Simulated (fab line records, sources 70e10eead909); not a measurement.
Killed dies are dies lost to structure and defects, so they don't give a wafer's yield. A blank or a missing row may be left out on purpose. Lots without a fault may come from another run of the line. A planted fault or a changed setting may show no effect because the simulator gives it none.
Chamber matching | flow nand_harc | NHARC_A_STAIRCASE_DEP_151 on pecvd-04: 3 sister chambers
The step deposits SiO2, target thk 7200 nm. 14 wafers are shown with their chamber, then 7 later ones without.

WAFERS WITH THEIR CHAMBER
wafer  | chamber | heater_power_w (W)
L075.2 | 1       | 732
L075.4 | 2       | 655
L075.6 | 1       | 597
L079.1 | 1       | 673
L079.2 | 2       | 760
L079.6 | 2       | 657
L081.2 | 1       | 640
L081.4 | 2       | 665
L081.6 | 1       | 525
L082.1 | 0       | 623
L082.4 | 1       | 527
L082.5 | 0       | 598
L085.1 | 0       | 635
L085.2 | 2       | 693

SIGNATURES (means of the wafers above)
reading        | chamber 0 | chamber 1 | chamber 2 | scatter within a chamber
heater_power_w | 618.67    | 615.67    | 686.00    | 62
Rule: a wafer's distance from a chamber is the root of the sum, over the readings, of the square of ((its reading less the chamber's mean) divided by the reading's scatter). The wafer belongs to the nearest chamber; if the next one is less than 2 further off, it can't be placed. The scatter: the root of (the sum of the squares of (reading less its chamber's mean) over the shown wafers, divided by (wafers less chambers)).

WAFERS WITHOUT THEIR CHAMBER
wafer  | heater_power_w (W)
L085.5 | 604
L089.1 | 851
L089.3 | 586
L089.6 | 598
L092.3 | 770
L092.4 | 667
L092.6 | 537

WHICH CHAMBER EACH WENT THROUGH
wafer  | from the rows above          | in truth
L085.5 | can't be placed: 1 or 0 or 2 | 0
L089.1 | can't be placed: 2 or 0 or 1 | 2
L089.3 | can't be placed: 1 or 0 or 2 | 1
L089.6 | can't be placed: 1 or 0 or 2 | 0
L092.3 | can't be placed: 2 or 0 or 1 | 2
L092.4 | can't be placed: 2 or 0 or 1 | 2
L092.6 | can't be placed: 1 or 0 or 2 | 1
Placed correctly: 0 of 7. Can't be placed from these rows: 7 (the true chamber is among the candidates in 7). Placed wrongly: 0.
